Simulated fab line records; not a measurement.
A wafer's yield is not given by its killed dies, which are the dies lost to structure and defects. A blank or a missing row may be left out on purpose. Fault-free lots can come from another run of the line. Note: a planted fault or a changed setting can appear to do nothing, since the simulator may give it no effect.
Chamber matching | flow nand-harc | pecvd-02 running NHARC_A_STAIRCASE_DEP_156: 3 sister chambers
The step deposits SiNx, target thk 50 nm. 16 wafers are shown with their chamber, then 8 later ones without.

== WAFERS, EACH WITH ITS CHAMBER ==
wafer  | chamber | heater-power-w (W)
L075.2 | 0       | 777
L075.4 | 2       | 651
L075.6 | 0       | 791
L074.2 | 2       | 670
L074.4 | 2       | 695
L074.6 | 1       | 794
L077.1 | 2       | 578
L077.2 | 0       | 638
L077.4 | 0       | 644
L078.1 | 0       | 779
L078.4 | 0       | 737
L078.6 | 0       | 757
L081.2 | 0       | 726
L081.4 | 2       | 552
L081.6 | 0       | 723
L084.1 | 2       | 634

SIGNATURES (means of the wafers above)
reading        | chamber 0 | chamber 1 | chamber 2 | scatter within a chamber
heater-power-w | 730.22    | 794.00    | 630.00    | 55.5
Rule: a wafer lies at a distance from a chamber equal to the root of the sum of squares, over the readings, of (its reading less the chamber's mean, divided by the reading's scatter). If the next closest chamber is less than 2 further off than the closest, the wafer can't be placed; otherwise it belongs to the closest. How the scatter is found: for the shown wafers, subtract from each reading the mean of its chamber, square and add these, divide the total by (wafers less chambers), then take the root.

== WAFERS WHOSE CHAMBER IS MISSING ==
wafer  | heater-power-w (W)
L084.2 | 679
L084.6 | 662
L090.1 | 739
L090.2 | 619
L090.3 | 747
L090.4 | 647
L090.5 | 758
L090.6 | 725

== CHAMBER TAKEN BY EACH ==
wafer  | from the rows above          | in truth
L084.2 | can't be placed: 2 or 0 or 1 | 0
L084.6 | can't be placed: 2 or 0 or 1 | 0
L090.1 | can't be placed: 0 or 1 or 2 | 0
L090.2 | can't be placed: 2 or 0      | 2
L090.3 | can't be placed: 0 or 1 or 2 | 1
L090.4 | can't be placed: 2 or 0      | 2
L090.5 | can't be placed: 0 or 1 or 2 | 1
L090.6 | can't be placed: 0 or 1 or 2 | 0
Correct placement for 0 of the 8. Unplaceable from these rows: 8, with the true chamber sitting among the candidates in 8. Placed wrongly: 0.
